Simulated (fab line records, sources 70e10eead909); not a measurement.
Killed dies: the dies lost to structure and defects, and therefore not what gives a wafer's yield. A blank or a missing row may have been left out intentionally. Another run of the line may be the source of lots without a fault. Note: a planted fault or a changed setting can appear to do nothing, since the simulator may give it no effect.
fab line records	flow nandHarc
record lots=14	wafers=42	lastDay=24
route steps=1159 shown P_STI@85 P_GATE@139 END@1159
lots that met no fault: taken from a fault-free run of the same line
startH: the number of hours between the record's first day and the start of the first shown wafer of the lot	waitH: hours elapsed since this lot's preceding step	" unchanged from the row above	L1.1+2: one row covering several wafers at once	- no value, or no start was given	* or withheld: withheld	< > ~ a bound
route shown NAME@n: NAME is a module with steps in the file, n the number in the route of the first one	usual: mean/standard deviation of fault-free wafers	same: alike in all rows	chamber/n: place in a boat	sites: readings site by site	_std_site: the standard deviation of these	_edge_site: the outer-site mean with the inner-site mean subtracted	radiusMm: for every site, how far away it sits from the centre of the wafer	mask NAME#n: copy n	behind: tool/chamber where the wafer was last shaped	hold: cause of the lot's hold/its duration in hours/its outcome	device: the n, p or np transistor that did not switch	end of line: tests of these same wafers at the route's end	where a step has no rows: the recipe by itself	killed: at the first sort, the dies lost to defects and structure; wafer yield is something else	map: a wafer's dies, marking killed ones x, the rest . and places with no die _
set.NAME: the run value of the setting; set.NAME@STEP: its run value at that earlier step	model.NAME: the simulator's own value behind a step, which no gauge read
steps of the route over a sample of lots; a table a step, a row a wafer
services: the hour from which a tool's chamber was out of use, counted from the record's first day as startH (under 0 if before that day), plus the number of hours and why
## steps
# step NHARC_P_STI_INSPECT_11
# usual rawDefectCount=5.4/3
lot.wafer	tool	chamber	startH	waitH	rawDefectCount
L911.2	defectInspect-01	-	31.79	0.0	9
L911.4	"	-	"	"	3
L911.5	"	-	"	"	6
L913.2	defectInspect-01	-	46.96	0.0	6
L913.4	"	-	"	"	5
L913.5	"	-	"	"	1
L914.1	defectInspect-01	-	54.75	0.0	9
L914.2	"	-	"	"	5
L914.4	"	-	"	"	14
L917.3	defectInspect-02	-	68.44	0.0	5
L917.4	"	-	"	"	12
L917.5	"	-	"	"	4
L916.1	defectInspect-01	-	68.47	0.0	7
L916.5	"	-	"	"	4
L916.6	"	-	"	"	10
L918.2	defectInspect-02	-	77.19	0.0	8
L918.3	"	-	"	"	4
L918.6	"	-	"	"	11
L919.3	defectInspect-01	-	85.14	0.0	5
L919.4	"	-	"	"	5
L919.6	"	-	"	"	5
L920.1	defectInspect-01	-	90.63	0.0	6
L920.3	"	-	"	"	5
L920.5	"	-	"	"	5
L924.2	defectInspect-02	-	115.69	0.0	3
L924.5	"	-	"	"	0
L924.6	"	-	"	"	3
L928.1	defectInspect-01	-	142.68	0.0	8
L928.2	"	-	"	"	4
L928.5	"	-	"	"	2
L930.1	defectInspect-01	-	148.97	0.0	14
L930.2	"	-	"	"	3
L930.6	"	-	"	"	1
L931.1	defectInspect-02	-	155.64	0.0	8
L931.5	"	-	"	"	1
L931.6	"	-	"	"	8
L933.2	defectInspect-01	-	163.73	0.0	2
L933.4	"	-	"	"	2
L933.6	"	-	"	"	11
L932.1	defectInspect-01	-	163.89	0.0	2
L932.4	"	-	"	"	3
L932.5	"	-	"	"	4
# step NHARC_P_STI_CD_MEAS_16
# usual cdNm=199.2/2
lot.wafer	tool	chamber	startH	waitH	cdNm
L911.2	cdSem-01	-	32.36	-	199.7
L911.4	"	-	"	"	199.6
L911.5	"	-	"	"	201.4
L913.2	cdSem-02	-	47.54	-	200.6
L913.4	"	-	"	"	197.9
L913.5	"	-	"	"	200.4
L914.1	cdSem-01	-	55.33	-	197.0
L914.2	"	-	"	"	199.2
L914.4	"	-	"	"	201.0
L917.3	cdSem-03	-	69.01	-	199.3
L917.4	"	-	"	"	198.0
L917.5	"	-	"	"	197.7
L916.1	cdSem-01	-	69.05	-	202.4
L916.5	"	-	"	"	203.0
L916.6	"	-	"	"	201.3
L918.2	cdSem-02	-	77.76	-	201.7
L918.3	"	-	"	"	202.9
L918.6	"	-	"	"	202.4
L919.3	cdSem-03	-	85.71	-	197.4
L919.4	"	-	"	"	199.5
L919.6	"	-	"	"	199.2
L920.1	cdSem-03	-	91.21	-	198.0
L920.3	"	-	"	"	197.4
L920.5	"	-	"	"	200.7
L924.2	cdSem-03	-	116.31	-	200.8
L924.5	"	-	"	"	199.2
L924.6	"	-	"	"	201.3
L928.1	cdSem-02	-	143.26	-	192.3
L928.2	"	-	"	"	194.0
L928.5	"	-	"	"	192.8
L930.1	cdSem-03	-	149.58	-	199.3
L930.2	"	-	"	"	201.4
L930.6	"	-	"	"	201.3
L931.1	cdSem-01	-	156.22	-	199.0
L931.5	"	-	"	"	201.5
L931.6	"	-	"	"	198.5
L933.2	cdSem-01	-	164.35	-	199.4
L933.4	"	-	"	"	198.6
L933.6	"	-	"	"	201.8
L932.1	cdSem-03	-	164.47	-	197.0
L932.4	"	-	"	"	196.9
L932.5	"	-	"	"	198.1
# step NHARC_P_GATE_PEB_24
# recipe pebTempC=100	pebTimeS=65
# usual heaterPowerTotalW=156.6/0.4	plateTempC=100.02/0.14
lot.wafer	tool	chamber	startH	waitH	heaterPowerTotalW	plateTempC
L911.2	lithoTrack-04	0	87.87	0.1	156.6	100.18
L911.4	"	0	"	"	156.0	100.15
L911.5	"	0	"	"	156.6	100.08
L913.2	lithoTrack-06	0	97.09	0.1	156.2	99.73
L913.4	"	0	"	"	156.0	100.03
L913.5	"	0	"	"	157.0	99.89
L914.1	lithoTrack-06	0	108.46	0.1	157.2	100.05
L914.2	"	0	"	"	156.6	99.96
L914.4	"	0	"	"	157.2	99.82
L916.1	lithoTrack-04	0	126.08	0.1	156.1	100.23
L916.5	"	0	"	"	156.7	100.16
L916.6	"	0	"	"	156.2	100.03
L917.3	lithoTrack-04	0	126.26	0.0	156.3	99.81
L917.4	"	0	"	"	156.9	100.03
L917.5	"	0	"	"	155.9	100.17
L918.2	lithoTrack-04	0	134.08	0.1	156.5	99.97
L918.3	"	0	"	"	156.4	100.26
L918.6	"	0	"	"	157.2	100.31
L920.1	lithoTrack-04	0	150.00	0.1	151.5	97.54
L920.3	"	0	"	"	150.7	97.61
L920.5	"	0	"	"	151.8	97.63
L919.3	lithoTrack-04	0	150.48	0.0	151.3	97.65
L919.4	"	0	"	"	151.6	97.52
L919.6	"	0	"	"	151.3	97.52
L924.2	lithoTrack-01	0	174.19	0.1	156.7	99.95
L924.5	"	0	"	"	157.1	99.91
L924.6	"	0	"	"	156.5	100.11
L928.1	lithoTrack-01	0	196.59	0.1	156.2	100.04
L928.2	"	0	"	"	156.5	100.10
L928.5	"	0	"	"	157.0	99.95
L930.1	lithoTrack-06	0	200.74	0.1	157.1	99.95
L930.2	"	0	"	"	157.0	100.13
L930.6	"	0	"	"	156.6	99.90
L931.1	lithoTrack-01	0	210.46	0.1	156.6	100.16
L931.5	"	0	"	"	156.1	100.25
L931.6	"	0	"	"	156.0	100.25
L933.2	lithoTrack-06	0	216.18	0.1	156.1	100.10
L933.4	"	0	"	"	156.2	99.90
L933.6	"	0	"	"	157.1	100.04
L932.1	lithoTrack-04	0	216.35	0.1	156.3	99.84
L932.4	"	0	"	"	156.1	99.80
L932.5	"	0	"	"	156.7	99.75
# step NHARC_P_GATE_CD_MEAS_26
# recipe targetCdNm=120	landingEnergyEv=500
# usual cdNm=120.1/0.45
lot.wafer	tool	chamber	startH	waitH	cdNm
L911.2	cdSem-03	0	87.95	-	119.4
L911.4	"	0	"	"	119.8
L911.5	"	0	"	"	119.5
L913.2	cdSem-02	0	97.18	-	120.1
L913.4	"	0	"	"	120.1
L913.5	"	0	"	"	121.1
L914.1	cdSem-03	0	108.54	-	119.9
L914.2	"	0	"	"	120.0
L914.4	"	0	"	"	118.8
L916.1	cdSem-03	0	126.16	-	119.9
L916.5	"	0	"	"	120.3
L916.6	"	0	"	"	119.9
L917.3	cdSem-03	0	126.34	-	120.3
L917.4	"	0	"	"	120.5
L917.5	"	0	"	"	120.0
L918.2	cdSem-02	0	134.16	-	120.1
L918.3	"	0	"	"	120.5
L918.6	"	0	"	"	119.9
L920.1	cdSem-01	0	150.08	-	129.2
L920.3	"	0	"	"	129.2
L920.5	"	0	"	"	129.6
L919.3	cdSem-03	0	150.56	-	129.6
L919.4	"	0	"	"	129.7
L919.6	"	0	"	"	129.6
L924.2	cdSem-03	0	174.28	-	119.7
L924.5	"	0	"	"	119.6
L924.6	"	0	"	"	119.5
L928.1	cdSem-01	0	196.67	-	119.4
L928.2	"	0	"	"	119.9
L928.5	"	0	"	"	119.8
L930.1	cdSem-01	0	200.82	-	119.7
L930.2	"	0	"	"	120.2
L930.6	"	0	"	"	120.4
L931.1	cdSem-01	0	210.54	-	120.8
L931.5	"	0	"	"	120.9
L931.6	"	0	"	"	120.9
L933.2	cdSem-02	0	216.26	-	119.7
L933.4	"	0	"	"	119.9
L933.6	"	0	"	"	119.1
L932.1	cdSem-01	0	216.43	-	119.3
L932.4	"	0	"	"	119.3
L932.5	"	0	"	"	119.6
# step NHARC_P_GATE_INSPECT_28
# usual rawDefectCount=6.1/2.6
lot.wafer	tool	chamber	startH	waitH	rawDefectCount
L911.2	defectInspect-01	-	88.07	0.0	8
L911.4	"	-	"	"	3
L911.5	"	-	"	"	4
L913.2	defectInspect-02	-	97.30	0.0	7
L913.4	"	-	"	"	7
L913.5	"	-	"	"	7
L914.1	defectInspect-01	-	108.66	0.0	6
L914.2	"	-	"	"	4
L914.4	"	-	"	"	7
L916.1	defectInspect-02	-	126.29	0.0	5
L916.5	"	-	"	"	6
L916.6	"	-	"	"	6
L917.3	defectInspect-01	-	126.46	0.0	4
L917.4	"	-	"	"	9
L917.5	"	-	"	"	4
L918.2	defectInspect-01	-	134.29	0.0	7
L918.3	"	-	"	"	15
L918.6	"	-	"	"	8
L920.1	defectInspect-01	-	150.22	0.0	3
L920.3	"	-	"	"	10
L920.5	"	-	"	"	11
L919.3	defectInspect-01	-	150.68	0.0	4
L919.4	"	-	"	"	7
L919.6	"	-	"	"	15
L924.2	defectInspect-01	-	174.40	0.0	6
L924.5	"	-	"	"	5
L924.6	"	-	"	"	7
L928.1	defectInspect-01	-	196.80	0.0	4
L928.2	"	-	"	"	3
L928.5	"	-	"	"	2
L930.1	defectInspect-02	-	200.94	0.0	2
L930.2	"	-	"	"	4
L930.6	"	-	"	"	3
L931.1	defectInspect-02	-	210.66	0.0	3
L931.5	"	-	"	"	4
L931.6	"	-	"	"	4
L933.2	defectInspect-02	-	216.38	0.0	4
L933.4	"	-	"	"	8
L933.6	"	-	"	"	7
L932.1	defectInspect-02	-	216.55	0.0	10
L932.4	"	-	"	"	6
L932.5	"	-	"	"	7
# step NHARC_END_SORT_01
# recipe tempC=25
# usual killedAtArray=27/11	killedAtOther=0.8/1.4	killedAtPeriphery=3.3/2	killedDies=31/11	killedOpen=3.4/1.8	killedShort=2.1/1.3
# same grossDies=677
lot.wafer	tool	chamber	startH	waitH	killedAtArray	killedAtOther	killedAtPeriphery	killedDies	killedOpen	killedShort
L920.5	prober-01	0	500.01	3.7	32	0	3	35	4	1
L919.3	prober-02	0	498.42	3.1	15	0	6	21	1	4
L919.6	prober-02	0	500.79	4.0	15	0	6	21	2	2
# killed by level:class
L919.3 A_CHANNEL_HOLE_D1:chamberFilmFlake=4 A_STAIRCASE:chamberFilmFlake=4 A_CONTACT:chamberFilmFlake=3 P_GATE:chamberFilmFlake=2 P_GATE:areaPeb=2 P_M0:geometricParticle:short=1 A_CHANNEL_FILL_D1:geometricParticle:short=1 A_SGD_CUT:geometricParticle:short=1
L920.5 A_SLIT:chamberFilmFlake=13 A_CHANNEL_HOLE_D1:chamberFilmFlake=8 A_STAIRCASE:chamberFilmFlake=4 A_CHANNEL_FILL_D1:chamberFilmFlake=2 P_STI:geometricParticle:short=1 P_M0:geometricParticle:open=1 A_SOURCE_PLATE:geometricParticle:open=1 A_CHANNEL_FILL_D1:geometricParticle:open=1
L919.6 A_CONTACT:chamberFilmFlake=5 A_STAIRCASE:chamberFilmFlake=4 A_CHANNEL_HOLE_D1:chamberFilmFlake=3 P_GATE:geometricParticle:short=1 P_CONTACT:geometricParticle:short=1 P_M2:geometricParticle:open=1 P_GATE:chamberFilmFlake=1 A_M1:geometricParticle:open=1
## services
tool	chamber	startH	hours	kind
lithoTrack-01	-	93.00	7.0	pm
lithoTrack-06	-	117.00	7.0	pm
lithoTrack-04	-	141.00	7.0	pm
## key
firstSign step=NHARC_P_GATE_PEB_24	reading=plateTempC	direction=down	sigmas=17	usual=*	struck=*
effect step=NHARC_P_GATE_PEB_24	reading=heaterPowerTotalW	direction=down	sigmas=13	usual=*	struck=*
effect step=NHARC_P_GATE_CD_MEAS_26	reading=cdNm	direction=up	sigmas=21	usual=120.1	struck=129.5
metAt NHARC_P_GATE_PEB_24
struckLots L919,L920
testerLeftOut L919,L920
notActingAt NHARC_P_STI_INSPECT_11,NHARC_P_STI_CD_MEAS_16,NHARC_P_GATE_INSPECT_28
onsetBetween 134.08 150.00
fault kind=processParameterDrift	tool=lithoTrack-04	chamber=-	onsetH=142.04	steps=NHARC_P_GATE_PEB_24	channel=pebTempC	offset=*	shape=step	endH=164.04	actsIn=*	stated=*
# testerLeftOut: of these lots the tester's yield and bins aren't shown, on N5 and GAA mostly nor the transistor test; their killed dies are dies lost to structure and defects alone, not to doping, threshold or leakage, so they don't give the yield
